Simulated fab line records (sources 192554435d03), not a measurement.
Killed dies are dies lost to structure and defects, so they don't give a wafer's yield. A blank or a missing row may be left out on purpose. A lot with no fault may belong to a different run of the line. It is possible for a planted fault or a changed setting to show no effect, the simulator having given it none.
Chamber matching ; flow n5_finfet ; N5_MOL_CONTACT_COAG_ALD_27 on ald_sin-02: 4 sister chambers
The step deposits SiOC, target thk 17 nm, pulse time 1.5 s, time 2720 s. 7 wafers are shown with their chamber, then 8 later ones without.

WAFERS PAIRED WITH THEIR CHAMBERS
wafer;chamber;heater_power_w (W);precursor_pulse_height_rel
L077.5;1;754;1.021
L084.1;3;652;1.008
L084.5;2;869;1.003
L087.3;0;1008;1.012
L087.5;3;665;0.999
L087.6;0;1006;1.001
L088.1;2;848;1.015

WAFERS WITH NO CHAMBER GIVEN
wafer;heater_power_w (W);precursor_pulse_height_rel
L088.2;998;1.011
L088.3;763;1.009
L092.1;770;1.024
L092.4;659;0.994
L092.5;863;1.025
L096.1;651;1.005
L096.3;1004;1.007
L096.5;654;1.001

WHICH CHAMBER EACH WENT THROUGH
wafer;from the rows above;in truth
L088.2;0;0
L088.3;1;1
L092.1;1;1
L092.4;3;3
L092.5;2;2
L096.1;3;3
L096.3;0;0
L096.5;3;3
8 of 8 placed correctly. Left unplaced by these rows: 0. Placed wrongly: 0.
How it was worked out, from the rows above alone: a wafer's distance from a chamber is the root of the sum, over the readings, of the square of ((its reading less the chamber's mean) divided by the reading's scatter). If the next closest chamber is less than 2 further off than the closest, the wafer can't be placed; otherwise it belongs to the closest. For every chamber, the mean is computed from those of its wafers that are shown. The scatter is the square root of a quotient: the sum, over the shown wafers, of each reading's squared deviation from its chamber's mean, divided by wafers minus chambers.
